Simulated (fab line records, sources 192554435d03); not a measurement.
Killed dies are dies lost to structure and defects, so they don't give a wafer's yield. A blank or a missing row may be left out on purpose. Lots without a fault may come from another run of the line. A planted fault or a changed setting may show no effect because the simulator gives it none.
Which tool did it? | flow n5_finfet | 18 lots, 54 wafers sampled, at 6 steps of a route of 1938

WHAT THE GAUGES READ, wafer by wafer
The record holds no reading of a measuring or inspecting step that can be judged against a usual standard deviation.

WHICH TOOL RAN EACH LOT (tool, then ch and the chambers of the sampled wafers, then the start)
lot  | N5_BEOL_M0_SAQP_DESCUM_45          | N5_BEOL_M0_CUTY_ETCH_62            | N5_BEOL_M0_CUTY_ETCH_63            | N5_BEOL_M0_STRIP_140               | N5_BEOL_M0_ETCH_128                | N5_BEOL_M1_ETCH_74
L074 | rie_diel-06 ch 0,1,2, day 5 17:30  | rie_diel-01 ch 0,1, day 5 18:55    | rie_diel-01 ch 0,1, day 5 18:58    | rie_diel-04 ch 0,1,3, day 5 19:25  | rie_diel-01 ch 0,1, day 5 19:34    | rie_diel-05 ch 2,3, day 6 01:31
L075 | rie_diel-03 ch 1,3, day 5 21:29    | rie_diel-02 ch 0,2, day 5 22:48    | rie_diel-02 ch 0,2, day 5 22:51    | rie_diel-02 ch 0,3, day 6 01:50    | rie_diel-01 ch 0,2,3, day 6 02:01  | rie_diel-06 ch 0,2, day 6 10:45
L077 | rie_diel-03 ch 1,3, day 6 12:08    | rie_diel-04 ch 1,2,3, day 6 13:47  | rie_diel-04 ch 1,2,3, day 6 13:50  | rie_diel-01 ch 2,3, day 6 16:40    | rie_diel-04 ch 1,2,3, day 6 18:04  | rie_diel-06 ch 0,2,3, day 6 22:27
L079 | rie_diel-05 ch 0,1,3, day 6 21:52  | rie_diel-01 ch 0,2, day 6 23:10    | rie_diel-01 ch 0,2, day 6 23:13    | rie_diel-01 ch 0,3, day 7 07:52    | rie_diel-01 ch 0,2,3, day 7 08:00  | rie_diel-03 ch 2,3, day 7 16:06
L080 | rie_diel-03 ch 1,2, day 7 02:20    | rie_diel-02 ch 1,2, day 7 04:29    | rie_diel-02 ch 1,2, day 7 04:32    | rie_diel-04 ch 1,2, day 7 07:02    | rie_diel-04 ch 0,1,3, day 7 07:29  | rie_diel-03 ch 0,2, day 7 12:20
L083 | rie_diel-05 ch 0,1,3, day 8 00:56  | rie_diel-01 ch 0,1,3, day 8 02:22  | rie_diel-01 ch 0,1,3, day 8 02:25  | rie_diel-02 ch 0,1,3, day 8 03:08  | rie_diel-01 ch 0,2,3, day 8 03:17  | rie_diel-05 ch 0,1,2, day 8 07:44
L084 | rie_diel-05 ch 0,1,3, day 8 09:32  | rie_diel-04 ch 0,1, day 8 10:50    | rie_diel-04 ch 0,1, day 8 10:53    | rie_diel-04 ch 1,2, day 8 11:52    | rie_diel-01 ch 0,1,2, day 8 12:01  | rie_diel-06 ch 0,1,3, day 8 17:16
L085 | rie_diel-06 ch 1,3, day 8 12:59    | rie_diel-04 ch 0,3, day 8 15:07    | rie_diel-04 ch 0,3, day 8 15:10    | rie_diel-04 ch 0,2,3, day 8 16:00  | rie_diel-01 ch 1,2,3, day 8 16:12  | rie_diel-05 ch 1,2, day 8 22:57
L087 | rie_diel-06 ch 0,1,3, day 8 19:37  | rie_diel-02 ch 0,3, day 8 21:08    | rie_diel-02 ch 0,3, day 8 21:11    | rie_diel-01 ch 1,2,3, day 8 21:56  | rie_diel-04 ch 0,1,2, day 8 22:05  | rie_diel-06 ch 0,1,3, day 9 06:14
L088 | rie_diel-03 ch 0,1,3, day 9 07:02  | rie_diel-02 ch 0,1,2, day 9 08:30  | rie_diel-02 ch 0,1,2, day 9 08:33  | rie_diel-02 ch 0,2,3, day 9 09:13  | rie_diel-01 ch 0,1,2, day 9 09:43  | rie_diel-06 ch 0,1,2, day 9 19:54
L089 | rie_diel-05 ch 0,1, day 9 11:34    | rie_diel-02 ch 2,3, day 9 12:59    | rie_diel-02 ch 2,3, day 9 13:02    | rie_diel-02 ch 2,3, day 9 15:46    | rie_diel-01 ch 1,2,3, day 9 16:50  | rie_diel-05 ch 1,3, day 10 00:17
L090 | rie_diel-06 ch 0,3, day 9 15:51    | rie_diel-02 ch 1,2,3, day 9 17:35  | rie_diel-02 ch 1,2,3, day 9 17:38  | rie_diel-02 ch 0,2,3, day 9 20:25  | rie_diel-02 ch 0,1,2, day 9 20:34  | rie_diel-03 ch 1,2,3, day 10 02:32
L091 | rie_diel-06 ch 2,3, day 9 21:05    | rie_diel-02 ch 0,1,3, day 9 22:32  | rie_diel-02 ch 0,1,3, day 9 22:35  | rie_diel-01 ch 0,1, day 9 23:07    | rie_diel-04 ch 1,2,3, day 9 23:58  | rie_diel-06 ch 1,2,3, day 10 05:44
L092 | rie_diel-05 ch 0,2,3, day 10 02:55 | rie_diel-01 ch 0,1,2, day 10 04:29 | rie_diel-01 ch 0,1,2, day 10 04:32 | rie_diel-02 ch 1,2,3, day 10 08:00 | rie_diel-01 ch 0,2,3, day 10 08:35 | rie_diel-06 ch 0,2,3, day 10 15:15
L093 | rie_diel-03 ch 0,1,2, day 10 09:52 | rie_diel-01 ch 1,2,3, day 10 11:17 | rie_diel-01 ch 1,2,3, day 10 11:20 | rie_diel-02 ch 0,2,3, day 10 12:22 | rie_diel-01 ch 0,2, day 10 12:31   | rie_diel-05 ch 1,2, day 10 18:01
L094 | rie_diel-06 ch 1,3, day 10 17:11   | rie_diel-02 ch 0,2,3, day 10 19:10 | rie_diel-02 ch 0,2,3, day 10 19:13 | rie_diel-04 ch 0,2,3, day 10 22:56 | rie_diel-01 ch 1,2,3, day 10 23:05 | rie_diel-06 ch 0,1, day 11 07:14
L096 | rie_diel-03 ch 0,2,3, day 11 05:26 | rie_diel-02 ch 1,2,3, day 11 06:46 | rie_diel-02 ch 1,2,3, day 11 06:49 | rie_diel-02 ch 0,2,3, day 11 10:03 | rie_diel-02 ch 0,1,3, day 11 10:31 | rie_diel-05 ch 0,3, day 11 16:54
L097 | rie_diel-06 ch 0,2,3, day 11 16:25 | rie_diel-01 ch 1,2, day 11 18:08   | rie_diel-01 ch 1,2, day 11 18:11   | rie_diel-04 ch 0,2,3, day 11 20:38 | rie_diel-04 ch 2,3, day 11 20:47   | rie_diel-05 ch 0,1, day 12 01:59
- N5_BEOL_M0_SAQP_DESCUM_45: chemistry O2, time 7 s.
- N5_BEOL_M0_CUTY_ETCH_62: etches SiARC in CF4, time 58.5 s.
- N5_BEOL_M0_CUTY_ETCH_63: etches SOC in N2/H2, target depth 82.7 nm, overetch 16.5 nm, time 124 s.
- N5_BEOL_M0_STRIP_140: strips in CF4.
- N5_BEOL_M0_ETCH_128: etches SiCN in CF4/N2, target depth 12 nm, overetch 5.1 nm, time 21.4 s.
- N5_BEOL_M1_ETCH_74: etches underlayer in N2/H2, target depth 6.5 nm, time 5.2 s.

WHAT THE TOOLS THEMSELVES READ (means of the sampled wafers that have a number; where no wafer has one, the mark that the record gives instead)
N5_BEOL_M0_SAQP_DESCUM_45. Usual: drypump_motor_current_A 5.74 A, standard deviation 0.26; oes_product_au 0.79 a.u., standard deviation 0.082; rf_vpp_V 242.8 V, standard deviation 1.4; showerhead_plenum_p_Torr 2.06 Torr, standard deviation 0.072; throttle_valve_pct 20.42 %, standard deviation 0.15.
lot  | tool        | drypump_motor_current_A (A) | oes_product_au (a.u.) | rf_vpp_V (V) | showerhead_plenum_p_Torr (Torr) | throttle_valve_pct (%) | flag
L074 | rie_diel-06 | 5.51                        | 0.78                  | 241.8        | 2.03                            | 20.52                  |
L075 | rie_diel-03 | 5.78                        | 0.78                  | 242.1        | 2.03                            | 20.46                  |
L077 | rie_diel-03 | 5.79                        | 0.77                  | 243.0        | 2.03                            | 20.46                  |
L079 | rie_diel-05 | 5.73                        | 0.87                  | 243.9        | 2.15                            | 20.48                  |
L080 | rie_diel-03 | 6.01                        | 0.72                  | 242.7        | 2.02                            | 20.32                  |
L083 | rie_diel-05 | 5.75                        | 0.85                  | 244.1        | 2.14                            | 20.52                  |
L084 | rie_diel-05 | 5.75                        | 0.85                  | 243.5        | 2.14                            | 20.52                  |
L085 | rie_diel-06 | 5.78                        | 0.77                  | 241.7        | 2.01                            | 20.36                  |
L087 | rie_diel-06 | 5.68                        | 0.80                  | 242.1        | 2.02                            | 20.35                  |
L088 | rie_diel-03 | 6.02                        | 0.80                  | 242.6        | 2.05                            | 20.43                  |
L089 | rie_diel-05 | 5.67                        | 0.80                  | 244.9        | 2.16                            | 20.44                  |
L090 | rie_diel-06 | 5.67                        | 0.83                  | 242.8        | 2.02                            | 20.25                  |
L091 | rie_diel-06 | 5.70                        | 0.84                  | 242.6        | 2.08                            | 20.35                  |
L092 | rie_diel-05 | 5.62                        | 0.82                  | 243.2        | 2.09                            | 20.51                  |
L093 | rie_diel-03 | 6.14                        | 0.77                  | 242.2        | 2.04                            | 20.36                  |
L094 | rie_diel-06 | 5.79                        | 0.75                  | 242.3        | 2.00                            | 20.38                  |
L096 | rie_diel-03 | 6.06                        | 0.77                  | 243.3        | 2.01                            | 20.48                  |
L097 | rie_diel-06 | 5.58                        | 0.84                  | 242.9        | 2.10                            | 20.36                  |

N5_BEOL_M0_CUTY_ETCH_62. Usual: drypump_motor_current_A 5.6 A, standard deviation 0.44; etch_rf_on_time_s 58.6 s, standard deviation 1.9; oes_product_au 0.67 a.u., standard deviation 0.046; rf_vpp_V 184.0 V, standard deviation 1.2; showerhead_plenum_p_Torr 2.14 Torr, standard deviation 0.073; throttle_valve_pct 15.58 %, standard deviation 0.12.
lot  | tool        | drypump_motor_current_A (A) | etch_rf_on_time_s (s) | oes_product_au (a.u.) | rf_vpp_V (V) | showerhead_plenum_p_Torr (Torr) | throttle_valve_pct (%) | flag
L074 | rie_diel-01 | 6.1                         | 57.8                  | 0.68                  | 182.8        | 2.08                            | 15.60                  |
L075 | rie_diel-02 | 6.0                         | 59.2                  | 0.68                  | 184.3        | 2.13                            | 15.56                  |
L077 | rie_diel-04 | 5.4                         | 58.6                  | 0.71                  | 184.4        | 2.20                            | 15.61                  |
L079 | rie_diel-01 | 6.0                         | 57.6                  | 0.67                  | 183.7        | 2.10                            | 15.60                  |
L080 | rie_diel-02 | 5.6                         | 61.8                  | 0.65                  | 186.0        | 2.23                            | 15.51                  |
L083 | rie_diel-01 | 5.8                         | 58.1                  | 0.67                  | 183.6        | 2.08                            | 15.66                  |
L084 | rie_diel-04 | 5.7                         | 59.0                  | 0.64                  | 183.0        | 2.12                            | 15.59                  |
L085 | rie_diel-04 | 5.6                         | 57.4                  | 0.61                  | 183.7        | 2.08                            | 15.63                  |
L087 | rie_diel-02 | 5.3                         | 58.1                  | 0.71                  | 184.1        | 2.12                            | 15.57                  |
L088 | rie_diel-02 | 5.7                         | 59.3                  | 0.66                  | 184.4        | 2.15                            | 15.57                  |
L089 | rie_diel-02 | 5.5                         | 60.7                  | 0.67                  | 184.7        | 2.23                            | 15.56                  |
L090 | rie_diel-02 | 5.3                         | 59.3                  | 0.67                  | 183.9        | 2.19                            | 15.54                  |
L091 | rie_diel-02 | 5.4                         | 57.8                  | 0.68                  | 183.6        | 2.12                            | 15.58                  |
L092 | rie_diel-01 | 5.9                         | 58.3                  | 0.66                  | 183.4        | 2.09                            | 15.55                  |
L093 | rie_diel-01 | 5.6                         | 58.6                  | 0.65                  | 183.6        | 2.10                            | 15.58                  |
L094 | rie_diel-02 | 5.6                         | 58.7                  | 0.67                  | 183.9        | 2.16                            | 15.62                  |
L096 | rie_diel-02 | 5.3                         | 59.2                  | 0.66                  | 184.3        | 2.19                            | 15.57                  |
L097 | rie_diel-01 | 5.7                         | 58.1                  | 0.67                  | 184.1        | 2.11                            | 15.46                  |

N5_BEOL_M0_CUTY_ETCH_63. Usual: drypump_motor_current_A 5.6 A, standard deviation 0.44; oes_product_au 0.64 a.u., standard deviation 0.041; rf_vpp_V 523.7 V, standard deviation 2.4; showerhead_plenum_p_Torr 2.54 Torr, standard deviation 0.096; throttle_valve_pct 17.86 %, standard deviation 0.18.
lot  | tool        | drypump_motor_current_A (A) | oes_product_au (a.u.) | rf_vpp_V (V) | showerhead_plenum_p_Torr (Torr) | throttle_valve_pct (%) | flag
L074 | rie_diel-01 | 6.1                         | 0.65                  | 522.1        | 2.43                            | 17.62                  |
L075 | rie_diel-02 | 6.0                         | 0.66                  | 523.3        | 2.53                            | 17.81                  |
L077 | rie_diel-04 | 5.4                         | 0.68                  | 525.1        | 2.61                            | 17.87                  |
L079 | rie_diel-01 | 6.0                         | 0.64                  | 522.1        | 2.48                            | 17.71                  |
L080 | rie_diel-02 | 5.6                         | 0.65                  | 526.3        | 2.65                            | 17.90                  |
L083 | rie_diel-01 | 5.8                         | 0.63                  | 521.8        | 2.44                            | 17.76                  |
L084 | rie_diel-04 | 5.7                         | 0.62                  | 522.5        | 2.51                            | 17.82                  |
L085 | rie_diel-04 | 5.6                         | 0.57                  | 522.0        | 2.49                            | 17.97                  |
L087 | rie_diel-02 | 5.3                         | 0.68                  | 524.3        | 2.56                            | 17.93                  |
L088 | rie_diel-02 | 5.7                         | 0.64                  | 524.6        | 2.56                            | 17.88                  |
L089 | rie_diel-02 | 5.5                         | 0.66                  | 526.6        | 2.67                            | 17.98                  |
L090 | rie_diel-02 | 5.3                         | 0.65                  | 524.0        | 2.62                            | 17.94                  |
L091 | rie_diel-02 | 5.4                         | 0.64                  | 523.3        | 2.53                            | 17.89                  |
L092 | rie_diel-01 | 5.9                         | 0.63                  | 522.2        | 2.47                            | 17.63                  |
L093 | rie_diel-01 | 5.6                         | 0.63                  | 522.2        | 2.48                            | 17.75                  |
L094 | rie_diel-02 | 5.6                         | 0.65                  | 523.7        | 2.57                            | 17.94                  |
L096 | rie_diel-02 | 5.3                         | 0.64                  | 525.5        | 2.61                            | 17.97                  |
L097 | rie_diel-01 | 5.7                         | 0.64                  | 523.0        | 2.51                            | 17.62                  |

N5_BEOL_M0_STRIP_140. Usual: drypump_motor_current_A 5.5 A, standard deviation 0.43; oes_product_au 0.78 a.u., standard deviation 0.058; rf_vpp_V 271.2 V, standard deviation 1.5; showerhead_plenum_p_Torr 1.79 Torr, standard deviation 0.058; throttle_valve_pct 13.55 %, standard deviation 0.16.
lot  | tool        | drypump_motor_current_A (A) | oes_product_au (a.u.) | rf_vpp_V (V) | showerhead_plenum_p_Torr (Torr) | throttle_valve_pct (%) | flag
L074 | rie_diel-04 | 5.7                         | 0.74                  | 271.7        | 1.79                            | 13.57                  |
L075 | rie_diel-02 | 5.3                         | 0.85                  | 271.6        | 1.79                            | 13.50                  |
L077 | rie_diel-01 | 5.5                         | 0.78                  | 270.6        | 1.77                            | 13.63                  |
L079 | rie_diel-01 | 5.7                         | 0.75                  | 269.8        | 1.74                            | 13.75                  |
L080 | rie_diel-04 | 5.4                         | 0.82                  | 271.7        | 1.81                            | 13.47                  |
L083 | rie_diel-02 | 5.4                         | 0.79                  | 272.2        | 1.78                            | 13.51                  |
L084 | rie_diel-04 | 5.1                         | 0.85                  | 271.9        | 1.82                            | 13.50                  |
L085 | rie_diel-04 | 5.4                         | 0.76                  | 271.9        | 1.80                            | 13.63                  |
L087 | rie_diel-01 | 5.6                         | 0.77                  | 270.9        | 1.76                            | 13.53                  |
L088 | rie_diel-02 | 5.6                         | 0.79                  | 271.7        | 1.81                            | 13.56                  |
L089 | rie_diel-02 | 5.5                         | 0.78                  | 272.8        | 1.87                            | 13.52                  |
L090 | rie_diel-02 | 5.6                         | 0.79                  | 271.6        | 1.81                            | 13.55                  |
L091 | rie_diel-01 | 6.1                         | 0.75                  | 269.5        | 1.74                            | 13.66                  |
L092 | rie_diel-02 | 5.3                         | 0.77                  | 271.5        | 1.82                            | 13.48                  |
L093 | rie_diel-02 | 5.6                         | 0.78                  | 271.5        | 1.81                            | 13.57                  |
L094 | rie_diel-04 | 5.3                         | 0.83                  | 272.9        | 1.86                            | 13.50                  |
L096 | rie_diel-02 | 5.6                         | 0.77                  | 271.4        | 1.81                            | 13.60                  |
L097 | rie_diel-04 | 5.3                         | 0.82                  | 273.4        | 1.86                            | 13.53                  |

N5_BEOL_M0_ETCH_128. Usual: drypump_motor_current_A 5.6 A, standard deviation 0.41; oes_product_au 0.55 a.u., standard deviation 0.039; rf_vpp_V 382.2 V, standard deviation 1.8; showerhead_plenum_p_Torr 2.20 Torr, standard deviation 0.071; throttle_valve_pct 15.40 %, standard deviation 0.16.
lot  | tool        | drypump_motor_current_A (A) | oes_product_au (a.u.) | rf_vpp_V (V) | showerhead_plenum_p_Torr (Torr) | throttle_valve_pct (%) | flag
L074 | rie_diel-01 | 6.0                         | 0.55                  | 381.4        | 2.14                            | 15.38                  |
L075 | rie_diel-01 | 5.8                         | 0.55                  | 382.0        | 2.17                            | 15.42                  |
L077 | rie_diel-04 | 5.4                         | 0.57                  | 383.5        | 2.26                            | 15.43                  |
L079 | rie_diel-01 | 5.8                         | 0.54                  | 381.4        | 2.16                            | 15.44                  |
L080 | rie_diel-04 | 5.7                         | 0.51                  | 382.7        | 2.20                            | 15.44                  |
L083 | rie_diel-01 | 5.7                         | 0.53                  | 381.0        | 2.16                            | 15.45                  |
L084 | rie_diel-01 | 5.8                         | 0.55                  | 380.7        | 2.16                            | 15.33                  |
L085 | rie_diel-01 | 5.6                         | 0.55                  | 381.8        | 2.16                            | 15.37                  |
L087 | rie_diel-04 | 5.3                         | 0.55                  | 382.0        | 2.19                            | 15.44                  |
L088 | rie_diel-01 | 5.9                         | 0.53                  | 381.6        | 2.16                            | 15.34                  |
L089 | rie_diel-01 | 5.6                         | 0.52                  | 380.8        | 2.16                            | 15.37                  |
L090 | rie_diel-02 | 5.7                         | 0.53                  | 381.6        | 2.22                            | 15.41                  |
L091 | rie_diel-04 | 5.4                         | 0.54                  | 382.8        | 2.25                            | 15.47                  |
L092 | rie_diel-01 | 5.7                         | 0.53                  | 381.6        | 2.15                            | 15.49                  |
L093 | rie_diel-01 | 6.0                         | 0.52                  | 381.1        | 2.14                            | 15.45                  |
L094 | rie_diel-01 | 5.6                         | 0.53                  | 381.7        | 2.15                            | 15.40                  |
L096 | rie_diel-02 | 5.4                         | 0.54                  | 381.8        | 2.18                            | 15.43                  |
L097 | rie_diel-04 | 5.1                         | 0.55                  | 384.2        | 2.26                            | 15.54                  |

N5_BEOL_M1_ETCH_74. Usual: drypump_motor_current_A 5.73 A, standard deviation 0.28; etch_rf_on_time_s 5.18 s, standard deviation 0.2; oes_product_au 0.68 a.u., standard deviation 0.073; rf_vpp_V 522.7 V, standard deviation 2.7; showerhead_plenum_p_Torr 2.51 Torr, standard deviation 0.09; throttle_valve_pct 17.89 %, standard deviation 0.22.
lot  | tool        | drypump_motor_current_A (A) | etch_rf_on_time_s (s) | oes_product_au (a.u.) | rf_vpp_V (V) | showerhead_plenum_p_Torr (Torr) | throttle_valve_pct (%) | flag
L074 | rie_diel-05 | 5.78                        | 5.44                  | 0.68                  | 524.4        | 2.57                            | 17.97                  |
L075 | rie_diel-06 | 5.50                        | 5.20                  | 0.71                  | 521.4        | 2.47                            | 17.89                  |
L077 | rie_diel-06 | 5.59                        | 5.01                  | 0.69                  | 521.4        | 2.45                            | 17.89                  |
L079 | rie_diel-03 | 5.83                        | 5.21                  | 0.64                  | 518.6        | 2.44                            | 18.01                  |
L080 | rie_diel-03 | 6.29                        | 5.19                  | 0.75                  | 523.0        | 2.46                            | 17.66                  |
L083 | rie_diel-05 | 5.52                        | 5.27                  | 0.69                  | 524.9        | 2.59                            | 17.88                  |
L084 | rie_diel-06 | 5.71                        | 5.17                  | 0.69                  | 520.7        | 2.45                            | 17.78                  |
L085 | rie_diel-05 | 5.62                        | 5.23                  | 0.63                  | 526.5        | 2.60                            | 17.75                  |
L087 | rie_diel-06 | 5.69                        | 5.15                  | 0.68                  | 520.5        | 2.45                            | 17.80                  |
L088 | rie_diel-06 | 5.52                        | 5.19                  | 0.75                  | 523.5        | 2.56                            | 17.85                  |
L089 | rie_diel-05 | 5.83                        | 5.16                  | 0.66                  | 525.9        | 2.63                            | 17.95                  |
L090 | rie_diel-03 | 5.90                        | 5.16                  | 0.63                  | 521.1        | 2.47                            | 17.98                  |
L091 | rie_diel-06 | 5.61                        | 5.03                  | 0.72                  | 522.9        | 2.54                            | 17.85                  |
L092 | rie_diel-06 | 5.59                        | 5.11                  | 0.74                  | 524.9        | 2.54                            | 17.76                  |
L093 | rie_diel-05 | 5.62                        | 5.26                  | 0.62                  | 525.1        | 2.59                            | 17.78                  |
L094 | rie_diel-06 | 5.59                        | 5.28                  | 0.69                  | 521.7        | 2.46                            | 17.81                  |
L096 | rie_diel-05 | 5.83                        | 5.28                  | 0.71                  | 524.2        | 2.60                            | 18.18                  |
L097 | rie_diel-05 | 5.68                        | 5.09                  | 0.68                  | 526.6        | 2.63                            | 17.96                  |

THE ANSWER, worked out from the rows above alone
Rule: a lot is off if the mean of its wafers that have a number lies more than 3 standard deviations from the usual mean. A lot without any number at a reading at which 4 lots or more have one is off too. The other lots that the step has rows for count as sound. The gauges are gone through in route order, then the tools' own readings, and for those a lot's mean is taken as printed above. The first step at which some lot is off is used, and at that step the reading that is off furthest; a lot without a number counts as furthest.
No lot is off at any reading shown: from this, nothing can be told.

WHAT THE SIMULATOR HAD PUT IN
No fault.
